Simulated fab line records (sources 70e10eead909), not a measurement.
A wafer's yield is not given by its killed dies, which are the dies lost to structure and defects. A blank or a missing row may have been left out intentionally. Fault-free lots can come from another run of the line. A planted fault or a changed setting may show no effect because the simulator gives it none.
Struck lot and sound lot, side by side ; flow nand_harc ; 39 steps out of a route of 1302
Sound: wafers L181.1, L181.5, L181.6. Struck: wafer L193.6. (L193.2, L193.3 of the same lot were not struck and are left out.) The cause comes at the end.
At each step with rows: each side's tool, then ch and its chambers, then its first start. Under that, the readings that differ: sound wafers ; struck wafers ; difference of the means ; sigmas: that difference in standard deviations of wafers without a fault.
alike: words and numbers the same on both sides, and readings whose means are apart by under 2 such deviations; not compared: readings that were withheld, readings missing a value for some wafer, numbers with overlapping values and no deviation given by the record, and bounds like >300 which may hide the same value.
Wherever a step has rows on one side only, a row that says differs or no value, or a row with sigmas, the two part there. Non-overlapping numbers with no deviation appear without sigmas and do not part them. A reading that every wafer of one side lacks parts them only if that side has two wafers or more.

NHARC_A_M0_CD_MEAS_09 targets a cd of 80 nm.
  sound on cd_sem-02 ch 0, day 25 00:20; struck on cd_sem-03 ch 0, day 30 20:01
  alike: cd_nm
NHARC_A_M0_OVL_MEAS_10: pitch 160 nm.
  sound on overlay-02, day 25 00:25; struck on overlay-01, day 30 20:06
  alike: overlay_x_nm, overlay_y_nm
NHARC_A_M0_INSPECT_11:
  sound on defect_inspect-01, day 25 00:27; struck on defect_inspect-02, day 30 20:08
  alike: raw_defect_count
NHARC_A_M0_DESCUM_14: chemistry O2, time 3 s.
  sound on rie_diel-05 ch 1,2, day 25 00:31; struck on rie_diel-07 ch 3, day 30 20:12
  alike: drypump_motor_current_A, oes_product_au, rf_vpp_V, showerhead_plenum_p_Torr, throttle_valve_pct
  not compared: rf_hours_counter_h
then, 2 steps without rows for these wafers: NHARC_A_M0_ETCH_34 (etches the open film in N2/H2, target depth 40 nm, overetch 12 nm, time 43.94 s); NHARC_A_M0_ETCH_15 (etches the open film in C4F8/Ar, target depth 150 nm, overetch 15 nm, time 82.5 s).
NHARC_A_M0_CD_MEAS_16:
  sound on cd_sem-01, day 25 00:49; struck on cd_sem-02, day 30 20:30
  alike: cd_nm
then, 2 steps without rows for these wafers: NHARC_A_M0_STRIP_18 (strips in N2/H2); NHARC_A_M0_STRIP_19 (strips in post etch residue remover, time 600 s).
NHARC_A_M0_DEGAS_28: time 60 s.
  sound on pvd_sputter-02, day 25 01:26; struck on pvd_sputter-02, day 30 21:07
  alike: heater_power_w
NHARC_A_M0_PRE_CLEAN_29: time 30 s.
  sound on pvd_sputter-02; struck on pvd_sputter-02
  alike: heater_power_w
then, 1 step without rows for these wafers: NHARC_A_M0_PVD_20 (deposits TaN, target thk 5 nm, time 8.06 s).
NHARC_A_M0_PVD_21: deposits Cu, target thk 30 nm, time 20.49 s.
  sound on pvd_sputter-02, day 25 01:41; struck on pvd_sputter-02, day 30 21:22
  alike: throttle_valve_pct
then, 16 steps without rows for these wafers: NHARC_A_M0_ECD_22 (material Cu, target thk 400 nm); NHARC_A_M0_ANNEAL_30 (time 90 s); NHARC_A_M0_CMP_23 (polishes, t overpolish 20 s, target thk 113.75 nm); NHARC_A_M0_SRD_25; NHARC_A_M0_PRE_CLEAN_31 (time 12 s); NHARC_A_M0_DEP_32 (deposits SiCN, target thk 30 nm); NHARC_A_M1_DEP_00 (deposits SiOC, target thk 182.5 nm); NHARC_A_M1_DEHYDRATE_01 (time 120 s); NHARC_A_M1_HMDS_02 (time 30 s); NHARC_A_M1_COAT_34 (time 65 s); NHARC_A_M1_COAT_03 (resist thk 90 nm); NHARC_A_M1_SOFTBAKE_04 (time 55 s); NHARC_A_M1_EBR_05; NHARC_A_M1_EXPOSE_06 (exposes mask A M1, target cd 120 nm); NHARC_A_M1_PEB_07 (peb time 65 s); NHARC_A_M1_DEVELOP_08 (develop time 35 s).
NHARC_A_M1_CD_MEAS_09 targets a cd of 120 nm.
  sound on cd_sem-03 ch 0, day 25 04:23; struck on cd_sem-03 ch 0, day 30 23:58
  alike: cd_nm
NHARC_A_M1_OVL_MEAS_10: pitch 240 nm.
  sound on overlay-01, day 25 04:28; struck on overlay-01, day 31 00:04
  alike: overlay_x_nm, overlay_y_nm
NHARC_A_M1_DESCUM_14: chemistry O2, time 3 s.
  sound on rie_diel-06 ch 0,3, day 25 04:34; struck on rie_diel-01 ch 3, day 31 00:09
  alike: drypump_motor_current_A, oes_product_au, rf_vpp_V, showerhead_plenum_p_Torr, throttle_valve_pct
  not compared: rf_hours_counter_h
NHARC_A_M1_ETCH_35: etches the open film in N2/H2, target depth 40 nm, overetch 12 nm, time 43.94 s.
  sound on rie_diel-06 ch 2,3, day 25 04:40; struck on rie_diel-01 ch 0, day 31 00:14
reading;sound;struck;difference;sigmas
oes_product_au (a.u.);0.984 0.994 0.985;1.005;+0.017;+2
  alike: drypump_motor_current_A, rf_vpp_V, showerhead_plenum_p_Torr, throttle_valve_pct
  not compared: rf_hours_counter_h
then, 1 step without rows for these wafers: NHARC_A_M1_ETCH_15 (etches the open film in C4F8/Ar, target depth 182.5 nm, time 91.2 s).
NHARC_A_M1_CD_MEAS_16:
  sound on cd_sem-03, day 25 04:55; struck on cd_sem-03, day 31 00:28
  alike: cd_nm
then, 3 steps without rows for these wafers: NHARC_A_M1_STRIP_18 (strips in N2/H2); NHARC_A_M1_ETCH_28 (etches the open film in CF4/N2, target depth 30 nm, time 72.99 s); NHARC_A_M1_STRIP_19 (strips in post etch residue remover, time 600 s).
-- the record jumps here: 2 days lie between the struck wafers' starts before and after (it left off in module A_M1 and takes up again in module END, whose first step shown is number 1302 of the route) --
NHARC_END_SORT_01:
  sound on prober-02 ch 0, day 31 09:06; struck on prober-01 ch 0, day 33 11:52
reading;sound;struck;difference;sigmas
defect_limited_yield (%);88.0 88.9 90.3;78.9;-10.2;-4
killed_at_array;76 72 63;142;+72;+4
killed_dies;81 75 66;143;+69;+4
  alike: killed_at_other, killed_at_periphery, killed_open, killed_short

WHERE THEY PART
First at NHARC_A_M1_ETCH_35; last, within this record, at NHARC_END_SORT_01.

WHY: what the simulator had put in
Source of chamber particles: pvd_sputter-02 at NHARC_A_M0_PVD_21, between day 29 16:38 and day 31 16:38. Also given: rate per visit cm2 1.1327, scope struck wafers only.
